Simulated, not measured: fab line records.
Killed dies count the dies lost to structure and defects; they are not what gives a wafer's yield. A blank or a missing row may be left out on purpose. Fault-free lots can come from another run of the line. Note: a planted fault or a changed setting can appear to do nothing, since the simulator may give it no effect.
Which tool was responsible? / flow n5-finfet / 10 lots, 29 wafers sampled, at 5 steps of a route of 1938

## WHAT THE GAUGES SHOWED, per wafer
N5_BEOL_M4_RC_MEAS_101. Usual: DIBL_N 36.2 mV/V, standard deviation 2; DIBL_P 36.1 mV/V, standard deviation 2.4; IOFF_N 0.16 nA/um, standard deviation 0.035; IOFF_P 0.22 nA/um, standard deviation 0.041; ION_N 675 uA/um, standard deviation 14; ION_P 465 uA/um, standard deviation 8.6; SS_N 71.5 mV/dec, standard deviation 0.64; SS_P 73.2 mV/dec, standard deviation 0.76; VT_N 250 mV, standard deviation 3.9; VT_P -249 mV, standard deviation 3.4.
lot=L323; measured=day 9 07:08; on=prober-02; DIBL_N (mV/V)=32.9 34.0 33.6; DIBL_P (mV/V)=33.1 35.1 35.0; IOFF_N (nA/um)=0.10 0.12 0.10; IOFF_P (nA/um)=0.15 0.18 0.17; ION_N (uA/um)=650 658 643; ION_P (uA/um)=449 463 454; SS_N (mV/dec)=71.1 71.1 70.4; SS_P (mV/dec)=71.9 72.5 73.3; VT_N (mV)=256 254 257; VT_P (mV)=-252 -250 -252; flag=
lot=L327; measured=day 9 21:13; on=prober-01; DIBL_N (mV/V)=35.8 39.0 36.4; DIBL_P (mV/V)=36.1 40.3 37.6; IOFF_N (nA/um)=0.17 0.22 0.18; IOFF_P (nA/um)=0.22 0.29 0.25; ION_N (uA/um)=674 679 686; ION_P (uA/um)=459 463 467; SS_N (mV/dec)=72.0 72.3 70.7; SS_P (mV/dec)=72.8 73.5 74.2; VT_N (mV)=245 248 248; VT_P (mV)=-247 -244 -245; flag=
lot=L328; measured=day 10 09:11; on=prober-02; DIBL_N (mV/V)=38.0 36.3 37.2; DIBL_P (mV/V)=38.3 37.4 37.9; IOFF_N (nA/um)=0.20 0.17 0.18; IOFF_P (nA/um)=0.25 0.24 0.25; ION_N (uA/um)=684 675 673; ION_P (uA/um)=474 469 469; SS_N (mV/dec)=70.9 70.7 71.1; SS_P (mV/dec)=73.9 74.4 73.4; VT_N (mV)=243 247 245; VT_P (mV)=-247 -249 -247; flag=
lot=L329; measured=day 10 10:59; on=prober-02; DIBL_N (mV/V)=36.6 39.9 39.2; DIBL_P (mV/V)=35.6 38.2 39.2; IOFF_N (nA/um)=0.15 0.20 0.21; IOFF_P (nA/um)=0.20 0.24 0.23; ION_N (uA/um)=679 688 693; ION_P (uA/um)=463 464 468; SS_N (mV/dec)=71.3 72.2 72.0; SS_P (mV/dec)=73.9 74.2 74.3; VT_N (mV)=250 248 246; VT_P (mV)=-251 -248 -249; flag=
lot=L332; measured=day 11 15:52; on=prober-01; DIBL_N (mV/V)=37.1 35.0 36.6; DIBL_P (mV/V)=38.2 35.3 38.1; IOFF_N (nA/um)=0.16 0.13 0.16; IOFF_P (nA/um)=0.24 0.19 0.23; ION_N (uA/um)=678 661 679; ION_P (uA/um)=467 461 472; SS_N (mV/dec)=71.9 71.2 71.1; SS_P (mV/dec)=73.2 72.9 73.7; VT_N (mV)=249 254 251; VT_P (mV)=-248 -249 -248; flag=
lot=L335; measured=day 12 00:33; on=prober-01; DIBL_N (mV/V)=36.6 33.0; DIBL_P (mV/V)=37.2 31.7; IOFF_N (nA/um)=0.16 0.10; IOFF_P (nA/um)=0.23 0.16; ION_N (uA/um)=677 653; ION_P (uA/um)=472 453; SS_N (mV/dec)=71.4 71.0; SS_P (mV/dec)=72.4 71.6; VT_N (mV)=249 255; VT_P (mV)=-246 -251; flag=
lot=L336; measured=day 12 08:17; on=prober-02; DIBL_N (mV/V)=34.9 38.7 40.8; DIBL_P (mV/V)=33.2 37.5 40.7; IOFF_N (nA/um)=0.13 0.19 0.24; IOFF_P (nA/um)=0.18 0.24 0.28; ION_N (uA/um)=677 674 703; ION_P (uA/um)=466 463 472; SS_N (mV/dec)=70.9 72.2 72.0; SS_P (mV/dec)=72.7 74.4 74.0; VT_N (mV)=251 248 243; VT_P (mV)=-251 -247 -247; flag=
lot=L337; measured=day 12 08:16; on=prober-01; DIBL_N (mV/V)=37.2 36.1 37.1; DIBL_P (mV/V)=38.9 38.3 38.6; IOFF_N (nA/um)=0.16 0.16 0.17; IOFF_P (nA/um)=0.20 0.20 0.21; ION_N (uA/um)=670 680 685; ION_P (uA/um)=458 470 465; SS_N (mV/dec)=71.8 71.5 72.0; SS_P (mV/dec)=73.8 73.7 73.9; VT_N (mV)=249 249 251; VT_P (mV)=-255 -251 -250; flag=
lot=L339; measured=day 13 09:20; on=prober-02; DIBL_N (mV/V)=38.8 36.6 33.3; DIBL_P (mV/V)=35.0 34.5 30.0; IOFF_N (nA/um)=0.19 0.15 0.10; IOFF_P (nA/um)=0.21 0.21 0.16; ION_N (uA/um)=685 670 654; ION_P (uA/um)=461 461 456; SS_N (mV/dec)=71.5 71.7 70.7; SS_P (mV/dec)=73.3 73.6 71.6; VT_N (mV)=249 250 254; VT_P (mV)=-251 -249 -252; flag=
lot=L342; measured=day 14 02:49; on=prober-01; DIBL_N (mV/V)=36.4 36.0 33.9; DIBL_P (mV/V)=36.3 36.5 33.8; IOFF_N (nA/um)=0.15 0.14 0.12; IOFF_P (nA/um)=0.18 0.18 0.16; ION_N (uA/um)=654 671 669; ION_P (uA/um)=446 454 458; SS_N (mV/dec)=71.6 71.5 70.8; SS_P (mV/dec)=73.3 73.3 71.7; VT_N (mV)=257 254 254; VT_P (mV)=-255 -254 -256; flag=

## WHAT TOOL EACH LOT RAN ON (gives the tool, then ch and the chambers of the sampled wafers, and finally the start)
lot=L323; N5_MOL_CONTACT_COAG_ALD_123=ald-sin-03 ch 1,2,3, day 6 02:18; N5_MOL_CONTACT_COAG_ALD_131=ald-sin-02 ch 0,1,2, day 6 04:07; N5_MOL_CONTACT_COAG_VIA_ETCH_46=rie-diel-03 ch 0,2,3, day 6 04:26; N5_MOL_CONTACT_COAG_STRIP_119=plasma-asher-01 ch 0,1, day 6 04:38
lot=L327; N5_MOL_CONTACT_COAG_ALD_123=ald-sin-03 ch 1,2, day 6 23:44; N5_MOL_CONTACT_COAG_ALD_131=ald-sin-02 ch 0,1,3, day 7 01:30; N5_MOL_CONTACT_COAG_VIA_ETCH_46=rie-diel-04 ch 0,2, day 7 02:05; N5_MOL_CONTACT_COAG_STRIP_119=plasma-asher-01 ch 0,1, day 7 02:17
lot=L328; N5_MOL_CONTACT_COAG_ALD_123=ald-sin-03 ch 1,2,3, day 7 08:38; N5_MOL_CONTACT_COAG_ALD_131=ald-sin-02 ch 1,2, day 7 09:44; N5_MOL_CONTACT_COAG_VIA_ETCH_46=rie-diel-01 ch 2,3, day 7 10:04; N5_MOL_CONTACT_COAG_STRIP_119=plasma-asher-01 ch 0,1, day 7 10:15
lot=L329; N5_MOL_CONTACT_COAG_ALD_123=ald-sin-03 ch 0,1, day 7 18:25; N5_MOL_CONTACT_COAG_ALD_131=ald-sin-02 ch 1,2, day 7 19:45; N5_MOL_CONTACT_COAG_VIA_ETCH_46=rie-diel-04 ch 1,2,3, day 7 20:05; N5_MOL_CONTACT_COAG_STRIP_119=plasma-asher-02 ch 0,1, day 7 20:16
lot=L332; N5_MOL_CONTACT_COAG_ALD_123=ald-sin-02 ch 2,3, day 8 07:46; N5_MOL_CONTACT_COAG_ALD_131=ald-sin-01 ch 1,2, day 8 09:17; N5_MOL_CONTACT_COAG_VIA_ETCH_46=rie-diel-04 ch 0,2, day 8 09:38; N5_MOL_CONTACT_COAG_STRIP_119=plasma-asher-01 ch 0,1, day 8 09:49
lot=L335; N5_MOL_CONTACT_COAG_ALD_123=ald-sin-01 ch 3, day 9 00:19; N5_MOL_CONTACT_COAG_ALD_131=ald-sin-01 ch 1,2, day 9 01:38; N5_MOL_CONTACT_COAG_VIA_ETCH_46=rie-diel-01 ch 0, day 9 01:58; N5_MOL_CONTACT_COAG_STRIP_119=plasma-asher-01 ch 1, day 9 02:11
lot=L336; N5_MOL_CONTACT_COAG_ALD_123=ald-sin-01 ch 0,1, day 9 06:53; N5_MOL_CONTACT_COAG_ALD_131=ald-sin-02 ch 0,2, day 9 08:02; N5_MOL_CONTACT_COAG_VIA_ETCH_46=rie-diel-01 ch 0,2,3, day 9 08:23; N5_MOL_CONTACT_COAG_STRIP_119=plasma-asher-01 ch 0,1, day 9 08:34
lot=L337; N5_MOL_CONTACT_COAG_ALD_123=ald-sin-03 ch 0,1,3, day 9 12:19; N5_MOL_CONTACT_COAG_ALD_131=ald-sin-03 ch 0,3, day 9 13:29; N5_MOL_CONTACT_COAG_VIA_ETCH_46=rie-diel-01 ch 0,2,3, day 9 13:50; N5_MOL_CONTACT_COAG_STRIP_119=plasma-asher-01 ch 0,1, day 9 14:01
lot=L339; N5_MOL_CONTACT_COAG_ALD_123=ald-sin-03 ch 0,1,3, day 10 01:57; N5_MOL_CONTACT_COAG_ALD_131=ald-sin-01 ch 2,3, day 10 03:03; N5_MOL_CONTACT_COAG_VIA_ETCH_46=rie-diel-04 ch 0,1,2, day 10 03:23; N5_MOL_CONTACT_COAG_STRIP_119=plasma-asher-02 ch 0,1, day 10 03:34
lot=L342; N5_MOL_CONTACT_COAG_ALD_123=ald-sin-01 ch 1,2,3, day 10 21:40; N5_MOL_CONTACT_COAG_ALD_131=ald-sin-02 ch 0,1,2, day 10 22:55; N5_MOL_CONTACT_COAG_VIA_ETCH_46=rie-diel-01 ch 0,2,3, day 10 23:16; N5_MOL_CONTACT_COAG_STRIP_119=plasma-asher-01 ch 0,1, day 10 23:28
- N5_MOL_CONTACT_COAG_ALD_123: deposits SiNx, target thk 5 nm, pulse time 1 s, purge time 2 s.
- N5_MOL_CONTACT_COAG_ALD_131: deposits SiO2, target thk 5 nm, pulse time 1 s, co reactant pulse time 1 s.
- N5_MOL_CONTACT_COAG_VIA_ETCH_46: etches SiO2 in C4F6/O2, target depth 46 nm, overetch 9.2 nm, time 40 s.
- N5_MOL_CONTACT_COAG_STRIP_119: strips in N2/H2, time 30 s.

## WHAT THE TOOLS THEMSELVES READ (means of the sampled wafers that have a number; where no wafer has one, the mark that the record gives instead)
N5_MOL_CONTACT_COAG_ALD_123. Usual: heater-power-w 803 W, standard deviation 62; precursor-pulse-height-rel 1.000, standard deviation 0.019.
lot=L323; tool=ald-sin-03; heater-power-w (W)=833; precursor-pulse-height-rel=0.992; flag=
lot=L327; tool=ald-sin-03; heater-power-w (W)=835; precursor-pulse-height-rel=1.003; flag=
lot=L328; tool=ald-sin-03; heater-power-w (W)=824; precursor-pulse-height-rel=1.001; flag=
lot=L329; tool=ald-sin-03; heater-power-w (W)=781; precursor-pulse-height-rel=1.016; flag=
lot=L332; tool=ald-sin-02; heater-power-w (W)=807; precursor-pulse-height-rel=1.000; flag=
lot=L335; tool=ald-sin-01; heater-power-w (W)=704; precursor-pulse-height-rel=1.012; flag=
lot=L336; tool=ald-sin-01; heater-power-w (W)=767; precursor-pulse-height-rel=1.007; flag=
lot=L337; tool=ald-sin-03; heater-power-w (W)=799; precursor-pulse-height-rel=1.001; flag=
lot=L339; tool=ald-sin-03; heater-power-w (W)=812; precursor-pulse-height-rel=0.983; flag=
lot=L342; tool=ald-sin-01; heater-power-w (W)=766; precursor-pulse-height-rel=0.993; flag=

N5_MOL_CONTACT_COAG_ALD_131. Usual: heater-power-w 75 W, standard deviation 5.7; precursor-pulse-height-rel 1.000, standard deviation 0.022.
lot=L323; tool=ald-sin-02; heater-power-w (W)=81; precursor-pulse-height-rel=1.009; flag=
lot=L327; tool=ald-sin-02; heater-power-w (W)=77; precursor-pulse-height-rel=1.003; flag=
lot=L328; tool=ald-sin-02; heater-power-w (W)=82; precursor-pulse-height-rel=1.021; flag=
lot=L329; tool=ald-sin-02; heater-power-w (W)=83; precursor-pulse-height-rel=1.009; flag=
lot=L332; tool=ald-sin-01; heater-power-w (W)=72; precursor-pulse-height-rel=1.021; flag=
lot=L335; tool=ald-sin-01; heater-power-w (W)=74; precursor-pulse-height-rel=0.996; flag=
lot=L336; tool=ald-sin-02; heater-power-w (W)=79; precursor-pulse-height-rel=1.004; flag=
lot=L337; tool=ald-sin-03; heater-power-w (W)=75; precursor-pulse-height-rel=0.989; flag=
lot=L339; tool=ald-sin-01; heater-power-w (W)=74; precursor-pulse-height-rel=1.023; flag=
lot=L342; tool=ald-sin-02; heater-power-w (W)=80; precursor-pulse-height-rel=1.015; flag=

N5_MOL_CONTACT_COAG_VIA_ETCH_46. Usual: O2_flow_sccm 10.004 sccm, standard deviation 0.029; drypump-motor-current-A 5.6 A, standard deviation 0.38; mfc-ar-sccm 299.9 sccm, standard deviation 0.92; oes-product-au 0.71 a.u., standard deviation 0.081; rf-vpp-V 1567 V, standard deviation 30; showerhead-plenum-p-Torr 2.81 Torr, standard deviation 0.073; throttle-valve-pct 40.5 %, standard deviation 0.39.
lot=L323; tool=rie-diel-03; O2_flow_sccm (sccm)=9.993; drypump-motor-current-A (A)=5.8; mfc-ar-sccm (sccm)=299.7; oes-product-au (a.u.)=0.72; rf-vpp-V (V)=1570; showerhead-plenum-p-Torr (Torr)=2.84; throttle-valve-pct (%)=40.4; flag=
lot=L327; tool=rie-diel-04; O2_flow_sccm (sccm)=9.989; drypump-motor-current-A (A)=5.7; mfc-ar-sccm (sccm)=300.1; oes-product-au (a.u.)=0.73; rf-vpp-V (V)=1588; showerhead-plenum-p-Torr (Torr)=2.77; throttle-valve-pct (%)=40.1; flag=
lot=L328; tool=rie-diel-01; O2_flow_sccm (sccm)=9.988; drypump-motor-current-A (A)=5.7; mfc-ar-sccm (sccm)=300.4; oes-product-au (a.u.)=0.80; rf-vpp-V (V)=1556; showerhead-plenum-p-Torr (Torr)=2.87; throttle-valve-pct (%)=40.9; flag=
lot=L329; tool=rie-diel-04; O2_flow_sccm (sccm)=10.010; drypump-motor-current-A (A)=5.3; mfc-ar-sccm (sccm)=299.3; oes-product-au (a.u.)=0.74; rf-vpp-V (V)=1569; showerhead-plenum-p-Torr (Torr)=2.75; throttle-valve-pct (%)=40.4; flag=
lot=L332; tool=rie-diel-04; O2_flow_sccm (sccm)=10.020; drypump-motor-current-A (A)=5.8; mfc-ar-sccm (sccm)=300.6; oes-product-au (a.u.)=0.67; rf-vpp-V (V)=1591; showerhead-plenum-p-Torr (Torr)=2.77; throttle-valve-pct (%)=40.0; flag=
lot=L335; tool=rie-diel-01; O2_flow_sccm (sccm)=9.974; drypump-motor-current-A (A)=5.7; mfc-ar-sccm (sccm)=299.0; oes-product-au (a.u.)=0.64; rf-vpp-V (V)=1598; showerhead-plenum-p-Torr (Torr)=2.68; throttle-valve-pct (%)=40.1; flag=
lot=L336; tool=rie-diel-01; O2_flow_sccm (sccm)=10.021; drypump-motor-current-A (A)=5.6; mfc-ar-sccm (sccm)=300.9; oes-product-au (a.u.)=0.70; rf-vpp-V (V)=1573; showerhead-plenum-p-Torr (Torr)=2.82; throttle-valve-pct (%)=40.7; flag=
lot=L337; tool=rie-diel-01; O2_flow_sccm (sccm)=10.007; drypump-motor-current-A (A)=5.7; mfc-ar-sccm (sccm)=299.6; oes-product-au (a.u.)=0.70; rf-vpp-V (V)=1572; showerhead-plenum-p-Torr (Torr)=2.82; throttle-valve-pct (%)=40.6; flag=
lot=L339; tool=rie-diel-04; O2_flow_sccm (sccm)=9.993; drypump-motor-current-A (A)=5.7; mfc-ar-sccm (sccm)=299.4; oes-product-au (a.u.)=0.71; rf-vpp-V (V)=1586; showerhead-plenum-p-Torr (Torr)=2.76; throttle-valve-pct (%)=40.2; flag=
lot=L342; tool=rie-diel-01; O2_flow_sccm (sccm)=10.006; drypump-motor-current-A (A)=5.7; mfc-ar-sccm (sccm)=299.3; oes-product-au (a.u.)=0.69; rf-vpp-V (V)=1573; showerhead-plenum-p-Torr (Torr)=2.82; throttle-valve-pct (%)=40.7; flag=

N5_MOL_CONTACT_COAG_STRIP_119. Usual: drypump-motor-current-A 5.9 A, standard deviation 0.53; h2-flow-sccm 3250 sccm, standard deviation 9.3; heater-power-w 370 W, standard deviation 24.
lot=L323; tool=plasma-asher-01; drypump-motor-current-A (A)=6.3; h2-flow-sccm (sccm)=3249; heater-power-w (W)=389; flag=
lot=L327; tool=plasma-asher-01; drypump-motor-current-A (A)=-; h2-flow-sccm (sccm)=-; heater-power-w (W)=-; flag=OFF
lot=L328; tool=plasma-asher-01; drypump-motor-current-A (A)=-; h2-flow-sccm (sccm)=-; heater-power-w (W)=-; flag=OFF
lot=L329; tool=plasma-asher-02; drypump-motor-current-A (A)=-; h2-flow-sccm (sccm)=-; heater-power-w (W)=-; flag=OFF
lot=L332; tool=plasma-asher-01; drypump-motor-current-A (A)=6.3; h2-flow-sccm (sccm)=3249; heater-power-w (W)=393; flag=
lot=L335; tool=plasma-asher-01; drypump-motor-current-A (A)=6.1; h2-flow-sccm (sccm)=3243; heater-power-w (W)=374; flag=
lot=L336; tool=plasma-asher-01; drypump-motor-current-A (A)=6.4; h2-flow-sccm (sccm)=3254; heater-power-w (W)=389; flag=
lot=L337; tool=plasma-asher-01; drypump-motor-current-A (A)=6.3; h2-flow-sccm (sccm)=3254; heater-power-w (W)=390; flag=
lot=L339; tool=plasma-asher-02; drypump-motor-current-A (A)=5.2; h2-flow-sccm (sccm)=3244; heater-power-w (W)=355; flag=
lot=L342; tool=plasma-asher-01; drypump-motor-current-A (A)=6.4; h2-flow-sccm (sccm)=3259; heater-power-w (W)=391; flag=

## THE ANSWER, worked out from the rows above alone
Rule: take the mean of a lot's wafers that have a number; if it is more than 3 standard deviations from the usual mean, the lot is off. A lot without any number at a reading at which 4 lots or more have one is off too. The other lots that the step has rows for count as sound. After the gauges, taken in route order, come the tools' own readings; for these a lot's mean is taken, as printed above. At the first step where some lot is off, the reading lying furthest off is the one used; lots without a number count as furthest.
Off: L327, L328, L329, at N5_MOL_CONTACT_COAG_STRIP_119 (drypump-motor-current-A). Without a number there: L327, L328, L329.
A tool fits if, at that step or a process step before it, it ran every lot that is off, and no sound lot after the first of them. None of those tried fits.

## WHAT THE SIMULATOR PUT IN
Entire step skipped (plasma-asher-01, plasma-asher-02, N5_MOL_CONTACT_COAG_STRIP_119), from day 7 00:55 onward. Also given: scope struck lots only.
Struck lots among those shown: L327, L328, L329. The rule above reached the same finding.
